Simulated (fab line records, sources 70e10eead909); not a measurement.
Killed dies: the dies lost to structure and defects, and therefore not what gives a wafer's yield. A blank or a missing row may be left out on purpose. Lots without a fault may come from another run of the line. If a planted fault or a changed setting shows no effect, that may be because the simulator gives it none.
fab line records | flow nand_harc
[record] lots = 6 | wafers = 18 | last_day = 33
route steps=1302 shown A_STAIRCASE@732 END@1302
lots that met no fault: taken from a fault-free run of the same line
start_h: hours from the record's first day to the start of the lot's first wafer shown | wait_h: time in hours since the lot's previous step | " identical to the entry in the row above | L1.1+2: a row that stands for several wafers | - value missing, or start not given | * or withheld: withheld | < > ~ a bound
route shown NAME@n: NAME is a module with steps in the file, n the number in the route of the first one | usual: mean/standard deviation taken from wafers without a fault | same: alike in all rows | chamber/n: place in a boat | sites: the reading at each site | _std_site: standard deviation across them | _edge_site: the outer-site mean with the inner-site mean subtracted | radius_mm: how far each site lies from the wafer's centre | mask NAME#n: copy n | behind: the tool/chamber that last shaped the wafer | hold: why the lot was held/for how many hours/how that ended | device: the transistor (n, p or np) that didn't switch | end of line: the same wafers' tests at the end of the route | a step with no rows: only its recipe | killed: at the first sort, the dies lost to defects and structure; wafer yield is something else | map: the dies of a wafer, with x for killed, . for not killed, _ for no die there
set.NAME: the setting as run; set.NAME@STEP: as run at that earlier step | model.NAME: the simulator's own value behind a step, which no gauge read
lots seen at some steps along the route; tables by step, rows by wafer
services: when a tool's chamber went out of use (start_h, in hours from the record's first day, below 0 if earlier), for how many hours, and the reason
[[steps]]
[step NHARC_A_STAIRCASE_HARDBAKE_218]
[recipe] temp_c = 120 | time_s = 140
[step NHARC_A_STAIRCASE_DESCUM_219]
[recipe] time_s = 3 | o2_flow_sccm = 200 | ar_flow_sccm = 0 | bias_power_w = 0 | chemistry = O2
[usual] chamber_pressure_mTorr = 60.00/0.052 | drypump_motor_current_A = 5.8/0.43 | oes_product_au = 1.004/0.011 | rf_vpp_V = 57.7/0.88 | showerhead_plenum_p_Torr = 1.90/0.08 | throttle_valve_pct = 11.312/0.0086
lot.wafer | tool        | chamber | start_h | wait_h | chamber_pressure_mTorr | drypump_motor_current_A | oes_product_au | rf_hours_counter_h | rf_vpp_V | showerhead_plenum_p_Torr | throttle_valve_pct
L629.3    | rie_diel-13 | 1       | 403.48  | -      | 59.98                  | 5.3                     | 0.984          | 17                 | 58.0     | 2.03                     | 11.313
L629.4    | "           | 3       | "       | "      | 59.99                  | 6.3                     | 1.002          | 18                 | 57.6     | 1.95                     | 11.318
L629.6    | "           | 2       | "       | "      | 59.92                  | 5.7                     | 0.998          | -                  | 58.1     | 1.89                     | 11.310
L634.1    | rie_diel-07 | 2       | 461.55  | -      | 60.00                  | 5.9                     | 1.019          | 48                 | 56.7     | 1.85                     | 11.309
L634.3    | "           | 0       | "       | "      | 59.95                  | 5.8                     | 1.007          | 47                 | 57.2     | 1.85                     | 11.316
L634.5    | "           | 2       | "       | "      | 59.96                  | 5.9                     | 1.018          | -                  | 57.9     | 1.85                     | 11.314
L635.2    | rie_diel-07 | 2       | 464.97  | -      | 59.95                  | 5.9                     | 1.020          | 49                 | 57.4     | 1.85                     | 11.303
L635.1    | "           | 3       | "       | "      | 60.00                  | 5.6                     | 0.994          | 50                 | 57.8     | 1.76                     | 11.301
L635.6    | "           | 2       | "       | "      | 60.02                  | 5.9                     | 1.023          | -                  | 59.2     | 1.85                     | 11.304
L640.1    | rie_diel-13 | 0       | 518.94  | -      | 59.97                  | 5.3                     | 1.006          | 49                 | 57.1     | 1.94                     | 11.315
L640.2    | "           | 1       | "       | "      | 60.06                  | 5.3                     | 1.000          | 51                 | 56.2     | 2.02                     | 11.307
L640.6    | "           | 3       | "       | "      | 59.96                  | 6.3                     | 1.013          | -                  | 58.0     | 1.94                     | 11.308
L646.1    | rie_diel-07 | 3       | 567.13  | -      | 60.06                  | 5.7                     | 1.010          | 26                 | 57.6     | 2.07                     | 11.309
L646.2    | "           | 0       | "       | "      | 60.06                  | 5.8                     | 1.012          | 25                 | 58.2     | 1.84                     | 11.318
L646.5    | "           | 1       | "       | "      | 59.99                  | 6.6                     | 1.007          | -                  | 59.0     | 1.98                     | 11.323
L648.2    | rie_diel-03 | 2       | 600.31  | -      | 60.01                  | 6.2                     | 1.013          | 44                 | 58.5     | 1.86                     | 11.314
L648.1    | "           | 1       | "       | "      | 60.03                  | 5.1                     | 0.996          | 47                 | 57.3     | 1.87                     | 11.318
L648.6    | "           | 3       | "       | "      | 60.08                  | 6.0                     | 1.026          | -                  | 57.7     | 1.90                     | 11.320
[step NHARC_A_STAIRCASE_TRIM_220]
[recipe] time_s = 211.2 | o2_flow_sccm = 500 | ar_flow_sccm = 0 | bias_w = 0 | chemistry = O2
[step NHARC_A_STAIRCASE_ETCH_221]
[recipe] target_depth_a = 1000 | time_s = 40.5 | ion_energy_ev = 400 | c4f8_flow_sccm = 20 | o2_flow_sccm = 10 | ar_flow_sccm = withheld | rf_w = 600 | bias_w = 1000 | chemistry = C4F8/O2
[step NHARC_A_STAIRCASE_TRIM_222]
[recipe] time_s = 211.2 | o2_flow_sccm = 500 | ar_flow_sccm = 0 | bias_w = 0 | chemistry = O2
[step NHARC_A_STAIRCASE_ETCH_223]
[recipe] target_depth_a = 1000 | time_s = 40.5 | ion_energy_ev = 400 | c4f8_flow_sccm = 20 | o2_flow_sccm = 10 | ar_flow_sccm = withheld | rf_w = 600 | bias_w = 1000 | chemistry = C4F8/O2
[usual] chamber_pressure_mTorr = 24.999/0.022 | oes_product_au = 0.946/0.013 | rf_vpp_V = 895/4.9 | run_length_s = 61.9/0.37
lot.wafer | tool        | chamber | start_h | wait_h | chamber_pressure_mTorr | oes_product_au | rf_hours_counter_h | rf_vpp_V | run_length_s
L629.4    | rie_diel-13 | 3       | -       | -      | 24.999                 | 0.950          | 18                 | 899      | 62.3
L629.3    | "           | 1       | "       | "      | 24.991                 | 0.922          | 17                 | 902      | 62.4
L629.6    | "           | 3       | "       | "      | 24.993                 | 0.951          | -                  | 899      | 62.0
L634.1    | rie_diel-07 | 3       | -       | -      | 25.047                 | 0.945          | 49                 | 886      | 62.2
L634.3    | "           | 0       | "       | "      | 25.002                 | 0.937          | 47                 | 892      | 62.1
L634.5    | "           | 3       | "       | "      | 25.013                 | 0.934          | -                  | 885      | 61.9
L635.1    | rie_diel-07 | 2       | -       | -      | 25.007                 | 0.943          | 49                 | 892      | 61.5
L635.2    | "           | 3       | "       | "      | 24.999                 | 0.944          | 50                 | 888      | 62.2
L635.6    | "           | 0       | "       | "      | 24.972                 | 0.945          | -                  | 890      | 62.4
L640.1    | rie_diel-03 | 3       | -       | -      | 24.981                 | 0.936          | 18                 | 896      | 61.6
L640.2    | "           | 0       | "       | "      | 24.973                 | 0.944          | 18                 | 887      | 61.2
L640.6    | "           | 3       | "       | "      | 24.975                 | 0.936          | -                  | 896      | 61.6
L646.2    | rie_diel-07 | 2       | -       | -      | 24.995                 | 0.966          | 21                 | 892      | 61.7
L646.1    | "           | 0       | "       | "      | 25.016                 | 0.950          | 26                 | 891      | 62.1
L646.5    | "           | 2       | "       | "      | 24.991                 | 0.961          | -                  | 892      | 61.9
L648.1    | rie_diel-03 | 2       | -       | -      | 24.966                 | 0.952          | 44                 | 891      | 61.3
L648.2    | "           | 3       | "       | "      | 24.980                 | 0.944          | 41                 | 896      | 62.3
L648.6    | "           | 3       | "       | "      | 25.007                 | 0.948          | -                  | 895      | 61.9
[step NHARC_A_STAIRCASE_TRIM_224]
[recipe] time_s = 211.2 | o2_flow_sccm = 500 | ar_flow_sccm = 0 | bias_w = 0 | chemistry = O2
[step NHARC_A_STAIRCASE_ETCH_225]
[recipe] target_depth_a = 1000 | time_s = 40.5 | ion_energy_ev = 400 | c4f8_flow_sccm = 20 | o2_flow_sccm = 10 | ar_flow_sccm = withheld | rf_w = 600 | bias_w = 1000 | chemistry = C4F8/O2
[usual] chamber_pressure_mTorr = 24.999/0.019 | oes_product_au = 0.946/0.0095 | rf_vpp_V = 895/4.9 | run_length_s = 61.9/0.4
lot.wafer | tool        | chamber | start_h | wait_h | chamber_pressure_mTorr | oes_product_au | rf_hours_counter_h | rf_vpp_V | run_length_s
L629.3    | rie_diel-13 | 1       | -       | -      | 24.981                 | 0.936          | 17                 | 904      | 62.0
L629.4    | "           | 2       | "       | "      | 25.008                 | 0.938          | 14                 | 894      | 61.4
L629.6    | "           | 0       | "       | "      | 25.013                 | 0.936          | -                  | 898      | 61.8
L634.3    | rie_diel-07 | 0       | -       | -      | 25.009                 | 0.942          | 48                 | 892      | 62.1
L634.1    | "           | 2       | "       | "      | 24.989                 | 0.952          | 49                 | 892      | 62.3
L634.5    | "           | 1       | "       | "      | 25.013                 | 0.950          | -                  | 901      | 61.9
L635.2    | rie_diel-07 | 0       | -       | -      | 24.989                 | 0.955          | 48                 | 891      | 62.8
L635.1    | "           | 1       | "       | "      | 24.991                 | 0.948          | 41                 | 902      | 61.9
L635.6    | "           | 3       | "       | "      | 25.011                 | 0.941          | -                  | 885      | 62.1
L640.2    | rie_diel-03 | 1       | -       | -      | 24.983                 | 0.934          | 16                 | 894      | 62.1
L640.1    | "           | 0       | "       | "      | 25.013                 | 0.948          | 18                 | 887      | 61.2
L640.6    | "           | 2       | "       | "      | 24.990                 | 0.942          | -                  | 892      | 61.7
L646.1    | rie_diel-07 | 2       | -       | -      | 25.028                 | 0.972          | 21                 | 892      | 61.7
L646.2    | "           | 3       | "       | "      | 25.008                 | 0.957          | 26                 | 904      | 62.0
L646.5    | "           | 0       | "       | "      | 25.010                 | 0.952          | -                  | 891      | 62.5
L648.1    | rie_diel-03 | 1       | -       | -      | 25.016                 | 0.945          | 47                 | 893      | 62.0
L648.2    | "           | 2       | "       | "      | 25.017                 | 0.955          | 44                 | 894      | 61.3
L648.6    | "           | 1       | "       | "      | 24.980                 | 0.950          | -                  | 893      | 62.2
[step NHARC_A_STAIRCASE_TRIM_226]
[recipe] time_s = 211.2 | o2_flow_sccm = 500 | ar_flow_sccm = 0 | bias_w = 0 | chemistry = O2
[usual] chamber_pressure_mTorr = 59.99/0.052 | drypump_motor_current_A = 5.9/0.45 | oes_product_au = 1.003/0.0092 | rf_vpp_V = 57.7/0.91 | showerhead_plenum_p_Torr = 3.51/0.13 | throttle_valve_pct = 17.037/0.0097
lot.wafer | tool        | chamber | start_h | wait_h | chamber_pressure_mTorr | drypump_motor_current_A | oes_product_au | rf_hours_counter_h | rf_vpp_V | showerhead_plenum_p_Torr | throttle_valve_pct
L629.3    | rie_diel-13 | 1       | -       | -      | 59.96                  | 5.4                     | 1.002          | 17                 | 57.9     | 3.74                     | 17.055
L629.4    | "           | 2       | "       | "      | 59.90                  | 5.8                     | 0.992          | 14                 | 58.1     | 3.48                     | 17.052
L629.6    | "           | 0       | "       | "      | 60.05                  | 5.4                     | 0.999          | -                  | 58.8     | 3.59                     | 17.038
L634.1    | rie_diel-07 | 0       | -       | -      | 59.94                  | 5.8                     | 1.004          | 48                 | 57.1     | 3.41                     | 17.039
L634.3    | "           | 1       | "       | "      | 59.95                  | 6.6                     | 1.002          | 41                 | 58.8     | 3.66                     | 17.038
L634.5    | "           | 3       | "       | "      | 60.06                  | 5.7                     | 0.998          | -                  | 55.8     | 3.27                     | 17.037
L635.1    | rie_diel-07 | 1       | -       | -      | 59.88                  | 6.6                     | 1.007          | 41                 | 58.9     | 3.65                     | 17.029
L635.2    | "           | 2       | "       | "      | 59.98                  | 5.9                     | 1.019          | 50                 | 58.9     | 3.42                     | 17.026
L635.6    | "           | 0       | "       | "      | 59.97                  | 5.8                     | 1.006          | -                  | 56.0     | 3.41                     | 17.036
L640.2    | rie_diel-03 | 1       | -       | -      | 60.01                  | 5.1                     | 0.997          | 16                 | 56.8     | 3.48                     | 17.038
L640.1    | "           | 2       | "       | "      | 60.04                  | 6.2                     | 1.001          | 15                 | 55.8     | 3.46                     | 17.052
L640.6    | "           | 1       | "       | "      | 60.05                  | 5.1                     | 1.000          | -                  | 59.2     | 3.48                     | 17.037
L646.2    | rie_diel-07 | 1       | -       | -      | 60.03                  | 6.6                     | 1.004          | 25                 | 57.4     | 3.64                     | 17.012
L646.1    | "           | 3       | "       | "      | 60.00                  | 5.7                     | 1.005          | 26                 | 59.6     | 3.79                     | 17.038
L646.5    | "           | 1       | "       | "      | 59.99                  | 6.6                     | 1.011          | -                  | 56.2     | 3.64                     | 17.031
L648.2    | rie_diel-03 | 1       | -       | -      | 59.91                  | 5.1                     | 1.000          | 47                 | 56.4     | 3.46                     | 17.037
L648.1    | "           | 0       | "       | "      | 60.08                  | 6.4                     | 1.014          | 48                 | 57.0     | 3.28                     | 17.039
L648.6    | "           | 1       | "       | "      | 60.15                  | 5.1                     | 1.008          | -                  | 57.1     | 3.46                     | 17.033
[step NHARC_A_STAIRCASE_ETCH_227]
[recipe] target_depth_a = 1000 | time_s = 40.5 | ion_energy_ev = 400 | c4f8_flow_sccm = 20 | o2_flow_sccm = 10 | ar_flow_sccm = withheld | rf_w = 600 | bias_w = 1000 | chemistry = C4F8/O2
[usual] chamber_pressure_mTorr = 25.002/0.022 | oes_product_au = 0.945/0.011 | rf_vpp_V = 895/5 | run_length_s = 61.9/0.39
lot.wafer | tool        | chamber | start_h | wait_h | chamber_pressure_mTorr | oes_product_au | rf_hours_counter_h | rf_vpp_V | run_length_s
L629.4    | rie_diel-13 | 0       | -       | -      | 24.994                 | 0.937          | 19                 | 897      | 61.3
L629.3    | "           | 1       | "       | "      | 25.013                 | 0.935          | 17                 | 904      | 62.8
L629.6    | "           | 1       | "       | "      | 25.019                 | 0.929          | -                  | 904      | 62.2
L634.3    | rie_diel-07 | 1       | -       | -      | 25.017                 | 0.949          | 41                 | 899      | 61.9
L634.1    | "           | 2       | "       | "      | 25.007                 | 0.945          | 49                 | 892      | 61.7
L634.5    | "           | 0       | "       | "      | 25.007                 | 0.938          | -                  | 890      | 62.3
L635.2    | rie_diel-07 | 0       | -       | -      | 25.000                 | 0.940          | 48                 | 892      | 62.0
L635.1    | "           | 3       | "       | "      | 24.982                 | 0.948          | 50                 | 886      | 62.1
L635.6    | "           | 0       | "       | "      | 25.007                 | 0.939          | -                  | 891      | 62.0
L640.2    | rie_diel-03 | 3       | -       | -      | 25.010                 | 0.953          | 18                 | 897      | 61.6
L640.1    | "           | 2       | "       | "      | 24.996                 | 0.951          | 15                 | 894      | 61.2
L640.6    | "           | 3       | "       | "      | 24.989                 | 0.954          | -                  | 895      | 61.5
L646.2    | rie_diel-07 | 0       | -       | -      | 25.043                 | 0.958          | 26                 | 891      | 62.2
L646.1    | "           | 1       | "       | "      | 25.047                 | 0.941          | 25                 | 900      | 61.9
L646.5    | "           | 3       | "       | "      | 25.024                 | 0.949          | -                  | 904      | 62.4
L648.1    | rie_diel-03 | 1       | -       | -      | 25.001                 | 0.939          | 47                 | 894      | 62.2
L648.2    | "           | 2       | "       | "      | 24.967                 | 0.957          | 44                 | 894      | 61.4
L648.6    | "           | 3       | "       | "      | 24.995                 | 0.958          | -                  | 894      | 61.9
[step NHARC_A_STAIRCASE_TRIM_229]
[recipe] time_s = 211.2 | o2_flow_sccm = 500 | ar_flow_sccm = 0 | bias_w = 0 | chemistry = O2
[step NHARC_A_STAIRCASE_ETCH_230]
[recipe] target_depth_a = 1000 | time_s = 40.5 | ion_energy_ev = 400 | c4f8_flow_sccm = 20 | o2_flow_sccm = 10 | ar_flow_sccm = withheld | rf_w = 600 | bias_w = 1000 | chemistry = C4F8/O2
[usual] chamber_pressure_mTorr = 24.997/0.024 | oes_product_au = 0.953/0.017 | rf_vpp_V = 895/4.7 | run_length_s = 61.9/0.39
lot.wafer | tool        | chamber | start_h | wait_h | chamber_pressure_mTorr | oes_product_au | rf_hours_counter_h | rf_vpp_V | run_length_s
L629.4    | rie_diel-13 | 0       | 404.78  | -      | 24.999                 | 0.937          | 19                 | 896      | 61.7
L629.3    | "           | 1       | "       | "      | 25.011                 | 0.943          | 17                 | 902      | 62.3
L629.6    | "           | 1       | "       | "      | 24.988                 | 0.945          | -                  | 904      | 62.1
L634.1    | rie_diel-13 | 3       | 463.07  | -      | 24.985                 | 0.948          | 36                 | 897      | 63.9
L634.3    | "           | 0       | "       | "      | 25.007                 | 0.950          | 37                 | 899      | 63.9
L634.5    | "           | 2       | "       | "      | 25.017                 | 0.949          | -                  | 895      | 63.5
L635.1    | rie_diel-13 | 0       | 466.31  | -      | 24.997                 | 0.955          | 37                 | 898      | 63.5
L635.2    | "           | 1       | "       | "      | 24.997                 | 0.958          | 37                 | 903      | 63.9
L635.6    | "           | 2       | "       | "      | 24.989                 | 0.980          | -                  | 894      | 63.5
L640.1    | rie_diel-03 | 2       | 520.31  | -      | 25.001                 | 0.940          | 15                 | 893      | 61.3
L640.2    | "           | 3       | "       | "      | 24.999                 | 0.948          | 18                 | 897      | 61.6
L640.6    | "           | 0       | "       | "      | 24.936                 | 0.956          | -                  | 889      | 61.8
L646.1    | rie_diel-03 | 2       | 568.43  | -      | 25.039                 | 0.936          | 35                 | 893      | 61.2
L646.2    | "           | 3       | "       | "      | 25.013                 | 0.921          | 33                 | 896      | 61.5
L646.5    | "           | 3       | "       | "      | 24.953                 | 0.922          | -                  | 896      | 62.0
L648.1    | rie_diel-07 | 0       | 601.66  | -      | 25.011                 | 0.962          | 34                 | 891      | 62.5
L648.2    | "           | 1       | "       | "      | 24.982                 | 0.956          | 33                 | 899      | 61.9
L648.6    | "           | 3       | "       | "      | 24.955                 | 0.959          | -                  | 904      | 62.2
[step NHARC_A_STAIRCASE_TRIM_231]
[recipe] time_s = 211.2 | o2_flow_sccm = 500 | ar_flow_sccm = 0 | bias_w = 0 | chemistry = O2
[step NHARC_END_SORT_01]
[recipe] temp_c = 25
[usual] killed_at_array = 50/16 | killed_at_other = 0.8/1 | killed_at_periphery = 4/3.1 | killed_dies = 54/16 | killed_open = 3.2/2 | killed_short = 2.5/1.6
[same] gross_dies = 677
lot.wafer | tool      | chamber | start_h | wait_h | killed_at_array | killed_at_other | killed_at_periphery | killed_dies | killed_open | killed_short
L634.1    | prober-01 | 0       | 650.89  | 2.5    | 24              | 1               | 2                   | 27          | 3           | 1
L634.3    | prober-01 | 0       | 652.49  | 3.1    | 34              | 0               | 2                   | 36          | 7           | 1
L634.5    | prober-01 | 0       | 654.08  | 3.7    | 21              | 0               | 1                   | 22          | 1           | 2
L635.1    | prober-02 | 0       | 656.84  | 2.5    | 28              | 0               | 11                  | 39          | 3           | 1
L635.2    | prober-02 | 0       | 657.63  | 2.8    | 40              | 1               | 5                   | 46          | 2           | 0
L635.6    | prober-02 | 0       | 660.78  | 3.9    | 36              | 0               | 12                  | 48          | 4           | 1
// killed by level:class
L634.1 A_STAIRCASE:chamber_film_flake=4 A_M0:chamber_film_flake=4 A_CHANNEL_HOLE_D1:chamber_film_flake=3 A_SLIT:chamber_film_flake=3 A_CONTACT:geometric_particle:open=2 A_DECK1_JOINT:chamber_film_flake=2 A_CHANNEL_FILL_D1:geometric_particle:short=1 A_SGD_CUT:geometric_particle:open=1
L634.3 A_CHANNEL_HOLE_D1:chamber_film_flake=7 A_DECK1_JOINT:chamber_film_flake=4 A_M0:chamber_film_flake=4 A_STAIRCASE:chamber_film_flake=3 A_SLIT:chamber_film_flake=3 A_ONON_D1:geometric_particle:open=2 A_CHANNEL_HOLE_D2:unspecified=2 A_CHANNEL_HOLE_D2:chamber_film_flake=2
L634.5 A_CHANNEL_HOLE_D1:chamber_film_flake=6 A_SLIT:chamber_film_flake=5 A_STAIRCASE:chamber_film_flake=4 A_CONTACT:chamber_film_flake=2 A_CHANNEL_FILL_D1:geometric_particle:short=1 A_SGD_CUT:geometric_particle:short=1 A_CONTACT:geometric_particle:open=1 P_ZERO_WELL:chamber_film_flake=1
L635.1 A_CHANNEL_HOLE_D2:chamber_film_flake=14 A_STAIRCASE:chamber_film_flake=6 P_CONTACT:chamber_film_flake=4 P_M2:chamber_film_flake=3 A_CHANNEL_HOLE_D1:chamber_film_flake=3 P_STI:chamber_film_flake=2 P_GATE:geometric_particle:short=1 P_GATE:geometric_particle:open=1
L635.2 A_CHANNEL_HOLE_D2:chamber_film_flake=15 A_STAIRCASE:chamber_film_flake=9 A_CONTACT:chamber_film_flake=9 A_CHANNEL_HOLE_D1:chamber_film_flake=4 P_CONTACT:chamber_film_flake=3 P_CONTACT:geometric_particle:open=1 A_ONON_D2:geometric_particle:open=1 P_M2:chamber_film_flake=1
L635.6 A_CHANNEL_HOLE_D2:chamber_film_flake=14 A_STAIRCASE:chamber_film_flake=14 P_M2:chamber_film_flake=6 P_CONTACT:chamber_film_flake=3 A_CONTACT:chamber_film_flake=3 A_CHANNEL_HOLE_D1:chamber_film_flake=2 P_CONTACT:geometric_particle:open=1 P_M0:geometric_particle:open=1
[[services]]
tool        | chamber | start_h | hours | kind
rie_diel-13 | 2       | 382.00  | 8.0   | repair
rie_diel-07 | 0       | 403.53  | -     | clean
rie_diel-07 | 1       | 403.53  | -     | clean
rie_diel-07 | 2       | 403.53  | -     | clean
rie_diel-07 | 3       | 403.53  | -     | clean
rie_diel-07 | 0       | 428.03  | -     | clean
rie_diel-07 | 1       | 428.03  | -     | clean
rie_diel-07 | 2       | 428.03  | -     | clean
rie_diel-07 | 3       | 428.03  | -     | clean
rie_diel-03 | 0       | 436.69  | 27.1  | repair
rie_diel-07 | 0       | 452.53  | -     | clean
rie_diel-07 | 1       | 452.53  | -     | clean
rie_diel-07 | 2       | 452.53  | -     | clean
rie_diel-03 | -       | 458.44  | 9.0   | pm
rie_diel-13 | 0       | 463.10  | 2.8   | repair
rie_diel-07 | -       | 471.39  | 9.0   | pm
rie_diel-03 | -       | 482.56  | 0.4   | repair
rie_diel-07 | 2       | 488.60  | 5.3   | repair
rie_diel-03 | 0       | 489.40  | 3.5   | repair
rie_diel-07 | 1       | 515.78  | 3.4   | repair
rie_diel-13 | -       | 519.01  | 9.0   | pm
rie_diel-03 | 3       | 543.77  | 2.2   | repair
rie_diel-03 | 3       | 547.88  | 7.5   | repair
rie_diel-03 | 2       | 570.41  | 4.8   | repair
[[key]]
[first_sign] step = NHARC_A_STAIRCASE_ETCH_230 | reading = run_length_s | direction = up | sigmas = 4.7 | usual = * | struck = *
effect none on later readings
met_at NHARC_A_STAIRCASE_ETCH_230
struck_wafers L634.1,L634.3,L634.5,L635.1,L635.2,L635.6
tester_left_out L634,L635
onset_between 404.78 463.07
[fault] kind = process_parameter_drift | tool = rie_diel-13 | chamber = - | onset_h = 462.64 | steps = NHARC_A_STAIRCASE_ETCH_230 | channel = time_s | offset = * | shape = step | end_h = 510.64 | acts_in = * | stated = *
// tester_left_out: of these lots the tester's yield and bins aren't shown, on N5 and GAA mostly nor the transistor test; their killed dies are dies lost to structure and defects alone, not to doping, threshold or leakage, so they don't give the yield
